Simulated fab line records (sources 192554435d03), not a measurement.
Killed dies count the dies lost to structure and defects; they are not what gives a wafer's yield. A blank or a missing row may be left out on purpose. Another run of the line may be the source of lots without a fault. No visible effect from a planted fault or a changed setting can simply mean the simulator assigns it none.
Split-lot trial ; flow n5_finfet ; route with 1938 steps; 7 lots, 21 wafers read

== ABOUT THE SPLIT ==
At N5_BEOL_M12_PEB_08 (peb time 90 s), the setting peb_temp_c was moved away from the recipe's 130 C on 5 of the 21 wafers read, by -1.6% to +2.8%. All remaining wafers had this setting at the recipe value.

== FROM THE SPLIT TO THE READING: what the file shows between them, 5 steps ==
- N5_BEOL_M12_DEVELOP_09: develop time 45 s
- N5_BEOL_M12_HARDBAKE_14: time 120 s
- N5_BEOL_M12_CD_MEAS_10: target cd 140 nm
- N5_BEOL_M12_STRIP_71: strips in post etch residue remover, time 60 s
- N5_BEOL_M12_SRD_72: time 30 s, dry time 30 s

== THE READING ==
At N5_BEOL_M12_CD_MEAS_17: cd_nm in nanometres, against a target cd of 140 nm. Fault-free wafers of this fab line usually give 139.6 nm, standard deviation 1.6 nm.

wafer;tool, chamber at the split;peb_temp_c as run, C;against the recipe;cd_nm, nm;against lot-mates on the recipe
L078.3;litho_track-02, 0;130;recipe;138.4;-
L078.4;litho_track-02, 0;133.7;+2.8%;150.0;+11.2
L078.5;litho_track-02, 0;130;recipe;139.1;-
L079.1;litho_track-01, 0;130;recipe;139.7;-
L079.4;litho_track-01, 0;130;recipe;140.0;-
L079.6;litho_track-01, 0;130;recipe;137.6;-
L082.2;litho_track-03, 0;130;recipe;138.4;-
L082.3;litho_track-03, 0;130;recipe;137.9;-
L082.6;litho_track-03, 0;128;-1.5%;130.3;-7.8
L084.2;litho_track-02, 0;127.9;-1.6%;132.6;-7.1
L084.3;litho_track-02, 0;130;recipe;139.5;-
L084.5;litho_track-02, 0;130;recipe;139.9;-
L085.2;litho_track-01, 0;131.7;+1.3%;146.6;+4.8
L085.3;litho_track-01, 0;130;recipe;142.2;-
L085.6;litho_track-01, 0;130;recipe;141.3;-
L090.1;litho_track-03, 0;130;recipe;138.7;-
L090.2;litho_track-03, 0;130;recipe;137.8;-
L090.4;litho_track-03, 0;130;recipe;139.4;-
L092.2;litho_track-01, 0;132.4;+1.8%;148.0;+7.8
L092.5;litho_track-01, 0;130;recipe;141.1;-
L092.6;litho_track-01, 0;130;recipe;139.4;-

FIT RESULTS
A straight line over all 21 wafers: cd_nm changes by +4.44 nm for each +1% of peb_temp_c; r = +0.95; the points scatter about the line by 1.4 nm.
The same after taking each lot's own level away (the mean of its wafers on the recipe; 21 wafers): +4.21 nm for each +1%; r = +0.99; scatter 0.71 nm.
That fit puts the effect of the largest move of peb_temp_c on the reading at 12 nm.
The span of the lots' own levels, 138.15 to 141.75 nm, comes to 2.2 times the standard deviation stated above.
The two slopes agree, so the slope changes little with the lot-to-lot level.
Check: +12.3 nm against its lot-mates is what the line predicts for one of the wafers moved furthest among these (+2.8%) when that wafer is left out of the fit. Against them it came out at +11.2 nm.

== THE OTHER SPLITS THESE WAFERS WENT THROUGH ==
Other splits were also applied to these wafers ahead of the reading. Each is held against what the fit with the lots' levels taken away leaves over:
other split on the same wafers;wafers away from the commonest value;r with cd_nm (lot level and that fit taken away)
N5_BEOL_M9_TRENCH_ETCH_37 time_s;8;-0.22
N5_BEOL_M10_COAT_64 spin_rpm;5;+0.10
N5_BEOL_M10_COAT_22 spin_rpm;8;+0.18
N5_BEOL_M11_ILD_DEP_00 time_s;9;-0.01
N5_BEOL_M11_PECVD_70 temp_c;5;-0.32

== THE WHOLE CHAIN: every reading that the file lists as answering this split, in the file's order ==
step;what it does;reading;change (the file's fit);r (the file's)
N5_BEOL_M12_CD_MEAS_10;target cd 140 nm;cd_nm;+4.25 nm for each +1% of the setting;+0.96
N5_BEOL_M12_CD_MEAS_17;target cd 140 nm;cd_nm;+4.18 nm for each +1% of the setting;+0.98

== FILE'S OWN FIT ==
cd_nm changes by +4.18 nm for each +1% of peb_temp_c, r = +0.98.
